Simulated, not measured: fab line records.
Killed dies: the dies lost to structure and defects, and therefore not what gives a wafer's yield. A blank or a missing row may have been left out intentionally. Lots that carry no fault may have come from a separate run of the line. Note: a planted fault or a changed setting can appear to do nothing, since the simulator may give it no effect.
Which of the tools did it? -- flow nand-harc -- 72 wafers from 24 lots sampled at 5 of the route's 1159 steps

WHAT THE GAUGES SHOWED, per wafer
NHARC_A_ZERO_WELL_CD_MEAS_10: target cd 2000 nm. Usual: cd-nm reads 1999.5 nm (standard deviation 2.3).
lot,measured,on,cd-nm (nm),flag
L074,day 6 06:02,cd-sem-01,1998.7 1997.3 1997.9,
L076,day 6 15:55,cd-sem-03,1999.3 1999.9 2003.0,
L075,day 6 16:54,cd-sem-02,2003.9 2000.2 2004.1,
L078,day 7 09:49,cd-sem-03,2001.7 1998.9 1997.1,
L077,day 7 10:06,cd-sem-02,1999.9 1997.7 2000.1,
L079,day 7 20:16,cd-sem-03,2001.8 1997.3 1999.9,
L081,day 8 01:02,cd-sem-03,1996.3 1999.2 1997.1,
L080,day 8 01:49,cd-sem-03,1998.9 1998.9 1999.7,
L083,day 8 17:27,cd-sem-03,1999.0 2000.3 2001.7,
L082,day 8 18:08,cd-sem-03,1997.2 1999.2 1997.3,
L084,day 8 23:11,cd-sem-03,1997.9 1996.7 1997.3,
L086,day 9 19:37,cd-sem-02,1994.4 1998.9 1996.8,
L088,day 9 20:10,cd-sem-01,2002.2 2003.7 1999.3,
L087,day 9 20:56,cd-sem-01,1998.6 2001.4 1996.7,
L085,day 9 23:11,cd-sem-02,1999.9 1998.8 2001.6,
L089,day 10 05:05,cd-sem-03,2000.8 2000.1 2000.9,
L092,day 10 19:22,cd-sem-01,2004.3 2000.9 2001.8,
L090,day 10 19:57,cd-sem-01,1998.2 1998.7 1995.4,
L091,day 10 20:16,cd-sem-02,1997.9 1997.9 1999.1,
L093,day 11 03:08,cd-sem-03,2002.0 2001.8 2004.3,
L094,day 11 13:17,cd-sem-03,1996.9 2000.2 1996.7,
L097,day 11 21:50,cd-sem-03,2000.6 2001.4 2001.5,
L095,day 11 22:47,cd-sem-01,1998.8 2002.0 1999.1,
L096,day 11 23:20,cd-sem-01,1998.5 1997.3 1999.1,

NHARC_A_CHANNEL_HOLE_D1_INSPECT_40. Usual: raw-defect-count reads 62 (standard deviation 16).
lot,measured,on,raw-defect-count,flag
L074,day 8 08:44,defect-inspect-01,38 54 43,
L076,day 8 12:47,defect-inspect-02,52 65 62,
L075,day 8 13:34,defect-inspect-02,52 59 57,
L078,day 9 07:22,defect-inspect-02,45 64 52,
L077,day 9 07:17,defect-inspect-02,62 40 61,
L079,day 9 18:55,defect-inspect-01,44 61 63,
L081,day 10 04:02,defect-inspect-02,75 78 49,
L080,day 10 00:51,defect-inspect-01,55 68 49,
L083,day 10 14:53,defect-inspect-01,85 63 94,
L082,day 10 15:02,defect-inspect-02,41 56 49,
L084,day 10 20:14,defect-inspect-02,49 59 47,
L086,day 11 17:33,defect-inspect-01,61 55 75,
L088,day 11 18:08,defect-inspect-02,44 63 39,
L087,day 11 21:40,defect-inspect-02,103 94 71,
L085,day 12 01:42,defect-inspect-02,60 51 71,
L089,day 12 03:50,defect-inspect-02,57 57 54,
L092,day 12 23:37,defect-inspect-01,84 54 80,
L090,day 12 20:31,defect-inspect-02,74 71 58,
L091,day 12 19:29,defect-inspect-01,34 56 25,
L093,day 13 00:31,defect-inspect-01,83 65 72,
L094,day 13 09:59,defect-inspect-01,65 80 53,
L097,day 13 20:07,defect-inspect-01,102 89 65,
L095,day 14 01:10,defect-inspect-01,80 65 53,
L096,day 13 21:02,defect-inspect-01,66 22 50,

WHICH TOOL RAN EACH LOT (tool, then ch and the chambers of the sampled wafers, then the start)
lot,NHARC_A_CHANNEL_HOLE_D1_ETCH_39,NHARC_A_CHANNEL_HOLE_D1_ETCH_22,NHARC_A_CHANNEL_HOLE_D1_ETCH_23
L074,"rie-diel-08 ch 0,1,3, day 8 03:53 or earlier","har-etch-01 ch 0,1, day 8 03:53","har-etch-01 ch 0,1, day 8 04:27"
L076,"rie-diel-12 ch 1,2, day 8 07:57 or earlier","har-etch-02 ch 0,1, day 8 07:57","har-etch-02 ch 0,1, day 8 08:31"
L075,"rie-diel-08 ch 1,3, day 8 08:54 or earlier","har-etch-01 ch 0,1, day 8 08:54","har-etch-01 ch 0,1, day 8 09:31"
L078,"rie-diel-09 ch 0,3, day 9 02:37 or earlier","har-etch-01 ch 0,1, day 9 02:37","har-etch-01 ch 0,1, day 9 03:11"
L077,"rie-diel-08 ch 1,2, day 9 02:28 or earlier","har-etch-02 ch 0,1, day 9 02:28","har-etch-02 ch 0,1, day 9 03:01"
L079,"rie-diel-08 ch 2,3, day 9 14:10 or earlier","har-etch-02 ch 0,1, day 9 14:10","har-etch-02 ch 0,1, day 9 14:45"
L081,"rie-diel-08 ch 1,2,3, day 9 23:17 or earlier","har-etch-01 ch 0,1, day 9 23:17","har-etch-01 ch 0,1, day 9 23:53"
L080,"rie-diel-08 ch 0,2, day 9 20:07 or earlier","har-etch-02 ch 1, day 9 20:07","har-etch-02 ch 1, day 9 20:43"
L083,"rie-diel-09 ch 0,2,3, day 10 10:01 or earlier","har-etch-01 ch 0,1, day 10 10:01","har-etch-01 ch 0,1, day 10 10:35"
L082,"rie-diel-08 ch 0,2,3, day 10 10:10 or earlier","har-etch-02 ch 0,1, day 10 10:10","har-etch-02 ch 0,1, day 10 10:44"
L084,"rie-diel-08 ch 2,3, day 10 15:34 or earlier","har-etch-01 ch 0,1, day 10 15:34","har-etch-01 ch 0,1, day 10 16:10"
L086,"rie-diel-09 ch 1,2, day 11 12:47 or earlier","har-etch-01 ch 0,1, day 11 12:47","har-etch-01 ch 0,1, day 11 13:22"
L088,"rie-diel-12 ch 0,2,3, day 11 13:23 or earlier","har-etch-02 ch 0,1, day 11 13:23","har-etch-02 ch 0,1, day 11 13:59"
L087,"rie-diel-09 ch 1,2,3, day 11 16:56 or earlier","har-etch-01 ch 0,1, day 11 16:56","har-etch-01 ch 0,1, day 11 17:31"
L085,"rie-diel-12 ch 0,1,2, day 11 21:01 or earlier","har-etch-02 ch 0,1, day 11 21:01","har-etch-02 ch 0,1, day 11 21:38"
L089,"rie-diel-12 ch 0,1, day 11 23:10 or earlier","har-etch-01 ch 0,1, day 11 23:10","har-etch-01 ch 0,1, day 11 23:47"
L092,"rie-diel-09 ch 1,3, day 12 18:53 or earlier","har-etch-02 ch 0,1, day 12 18:53","har-etch-02 ch 0,1, day 12 19:28"
L090,"rie-diel-08 ch 0,1,2, day 12 15:32 or earlier","har-etch-01 ch 0,1, day 12 15:32","har-etch-01 ch 0,1, day 12 16:06"
L091,"rie-diel-12 ch 0,1,3, day 12 14:39 or earlier","har-etch-02 ch 0,1, day 12 14:39","har-etch-02 ch 0,1, day 12 15:13"
L093,"rie-diel-08 ch 1,2, day 12 19:41 or earlier","har-etch-01 ch 1, day 12 19:41","har-etch-01 ch 1, day 12 20:15"
L094,"rie-diel-09 ch 0,2,3, day 13 05:08 or earlier","har-etch-01 ch 0,1, day 13 05:08","har-etch-01 ch 0,1, day 13 05:42"
L097,"rie-diel-09 ch 1,2,3, day 13 15:17 or earlier","har-etch-01 ch 0,1, day 13 15:17","har-etch-01 ch 0,1, day 13 15:51"
L095,"rie-diel-09 ch 0,1, day 13 20:26 or earlier","har-etch-02 ch 0,1, day 13 20:26","har-etch-02 ch 0,1, day 13 21:01"
L096,"rie-diel-12 ch 1,2,3, day 13 16:23 or earlier","har-etch-02 ch 0,1, day 13 16:23","har-etch-02 ch 0,1, day 13 17:00"
- NHARC_A_CHANNEL_HOLE_D1_ETCH_39: etches the open film in N2/H2, target depth 260 nm, time 325 s.
- NHARC_A_CHANNEL_HOLE_D1_ETCH_22: etches the open film in C4F8/O2/Ar, time 666.7 s, target depth 1600 nm.
- NHARC_A_CHANNEL_HOLE_D1_ETCH_23: etches the open film in C4F8/O2/Ar, time 819 s, target depth 1600 nm.

AS READ BY THE TOOLS THEMSELVES (means over the sampled wafers that have a number; for cases with no such wafer, the mark the record gives instead)
NHARC_A_CHANNEL_HOLE_D1_ETCH_39. Usual: drypump-motor-current-A 5.8 A, standard deviation 0.31; oes-product-au 0.999 a.u., standard deviation 0.0084; rf-vpp-V 431.0 V, standard deviation 2.9; showerhead-plenum-p-Torr 2.06 Torr, standard deviation 0.1; throttle-valve-pct 14.169 %, standard deviation 0.0096.
lot,tool,drypump-motor-current-A (A),oes-product-au (a.u.),rf-vpp-V (V),showerhead-plenum-p-Torr (Torr),throttle-valve-pct (%),flag
L074,rie-diel-08,5.7,0.998,431.5,2.09,14.173,
L076,rie-diel-12,5.5,0.992,432.5,2.14,14.176,
L075,rie-diel-08,5.5,1.005,430.8,2.06,14.172,
L078,rie-diel-09,5.6,1.004,432.4,2.11,14.172,
L077,rie-diel-08,5.8,0.994,429.0,1.97,14.175,
L079,rie-diel-08,5.7,0.995,431.4,2.09,14.180,
L081,rie-diel-08,5.8,0.997,429.9,2.03,14.169,
L080,rie-diel-08,6.2,0.998,428.4,1.96,14.161,
L083,rie-diel-09,5.9,0.992,431.0,2.07,14.167,
L082,rie-diel-08,5.9,0.997,431.5,2.06,14.174,
L084,rie-diel-08,6.0,0.999,429.1,1.99,14.164,
L086,rie-diel-09,5.9,0.998,428.6,1.98,14.172,
L088,rie-diel-12,5.8,0.991,432.5,2.09,14.173,
L087,rie-diel-09,5.9,0.996,430.4,2.03,14.180,
L085,rie-diel-12,5.5,1.006,431.6,2.10,14.164,
L089,rie-diel-12,5.5,0.991,430.7,2.05,14.170,
L092,rie-diel-09,5.8,0.995,432.9,2.09,14.173,
L090,rie-diel-08,6.0,0.998,428.8,1.99,14.157,
L091,rie-diel-12,5.6,0.999,432.5,2.12,14.182,
L093,rie-diel-08,6.0,1.014,427.4,1.93,14.175,
L094,rie-diel-09,5.9,0.999,431.7,2.07,14.177,
L097,rie-diel-09,5.9,1.004,430.6,2.03,14.171,
L095,rie-diel-09,5.6,1.004,430.8,2.06,14.167,
L096,rie-diel-12,5.5,0.997,435.0,2.16,14.174,

NHARC_A_CHANNEL_HOLE_D1_ETCH_22. Usual: drypump-motor-current-A 5.8 A, standard deviation 0.65; showerhead-plenum-p-Torr 3.75 Torr, standard deviation 0.084; temp-c -20.01 C, standard deviation 0.094; throttle-valve-pct 32.155 %, standard deviation 0.0087.
lot,tool,drypump-motor-current-A (A),showerhead-plenum-p-Torr (Torr),temp-c (C),throttle-valve-pct (%),flag
L074,har-etch-01,6.3,3.75,-19.97,32.164,
L076,har-etch-02,5.4,3.81,-19.96,32.163,
L075,har-etch-01,6.3,3.75,-20.05,32.156,
L078,har-etch-01,6.4,3.75,-20.02,32.149,
L077,har-etch-02,5.4,3.81,-19.94,32.162,
L079,har-etch-02,5.4,3.81,-19.98,32.157,
L081,har-etch-01,6.4,3.74,-19.97,32.160,
L080,har-etch-02,5.5,3.77,-20.02,32.157,
L083,har-etch-01,5.9,3.68,-20.02,32.157,
L082,har-etch-02,5.4,3.80,-20.05,32.150,
L084,har-etch-01,6.4,3.74,-19.94,32.152,
L086,har-etch-01,5.9,3.68,-20.05,32.145,
L088,har-etch-02,5.2,3.83,-20.04,32.164,
L087,har-etch-01,6.4,3.73,-19.94,32.158,
L085,har-etch-02,5.2,3.82,-20.01,32.148,
L089,har-etch-01,5.9,3.67,-20.05,32.154,
L092,har-etch-02,5.4,3.79,-20.14,32.154,
L090,har-etch-01,5.9,3.67,-19.83,32.158,
L091,har-etch-02,5.2,3.82,-20.02,32.146,
L093,har-etch-01,5.5,3.62,-20.11,32.166,
L094,har-etch-01,6.4,3.72,-19.98,32.155,
L097,har-etch-01,6.3,3.72,-20.00,32.156,
L095,har-etch-02,5.2,3.81,-19.93,32.157,
L096,har-etch-02,5.4,3.78,-20.12,32.154,

NHARC_A_CHANNEL_HOLE_D1_ETCH_23. Usual: drypump-motor-current-A 5.8 A, standard deviation 0.64; showerhead-plenum-p-Torr 3.75 Torr, standard deviation 0.084; temp-c -19.98 C, standard deviation 0.1; throttle-valve-pct 32.155 %, standard deviation 0.0093.
lot,tool,drypump-motor-current-A (A),showerhead-plenum-p-Torr (Torr),temp-c (C),throttle-valve-pct (%),flag
L074,har-etch-01,6.3,3.75,-19.91,32.153,
L076,har-etch-02,5.4,3.81,-19.93,32.147,
L075,har-etch-01,6.3,3.75,-19.98,32.154,
L078,har-etch-01,6.3,3.74,-20.16,32.155,
L077,har-etch-02,5.4,3.81,-19.90,32.165,
L079,har-etch-02,5.4,3.81,-20.05,32.150,
L081,har-etch-01,6.4,3.74,-19.92,32.154,
L080,har-etch-02,5.5,3.77,-20.00,32.144,
L083,har-etch-01,5.9,3.68,-20.10,32.151,
L082,har-etch-02,5.4,3.80,-20.09,32.150,
L084,har-etch-01,6.3,3.74,-20.03,32.157,
L086,har-etch-01,5.9,3.68,-19.86,32.149,
L088,har-etch-02,5.2,3.83,-19.96,32.157,
L087,har-etch-01,6.4,3.73,-19.95,32.166,
L085,har-etch-02,5.2,3.82,-19.89,32.155,
L089,har-etch-01,5.9,3.67,-20.00,32.153,
L092,har-etch-02,5.4,3.79,-19.99,32.148,
L090,har-etch-01,5.9,3.67,-19.96,32.155,
L091,har-etch-02,5.2,3.82,-19.90,32.150,
L093,har-etch-01,5.5,3.62,-20.14,32.159,
L094,har-etch-01,6.4,3.72,-20.05,32.158,
L097,har-etch-01,6.4,3.72,-20.00,32.155,
L095,har-etch-02,5.2,3.81,-20.03,32.163,
L096,har-etch-02,5.4,3.78,-19.97,32.166,

THE ANSWER, worked out from the rows above alone
Rule: lot off if the mean of its wafers having a number is beyond 3 standard deviations from the usual mean. Also off: a lot with no number at a reading for which 4 or more lots have one. All remaining lots with rows at the step are treated as sound. First the gauges in route order, then the tools' own readings, where a lot's mean is used as printed above. The first step at which some lot is off is used, and at that step the reading that is off furthest; a lot without a number counts as furthest.
None of the lots is off at any reading shown; this tells nothing.

WHAT THE SIMULATOR PUT IN
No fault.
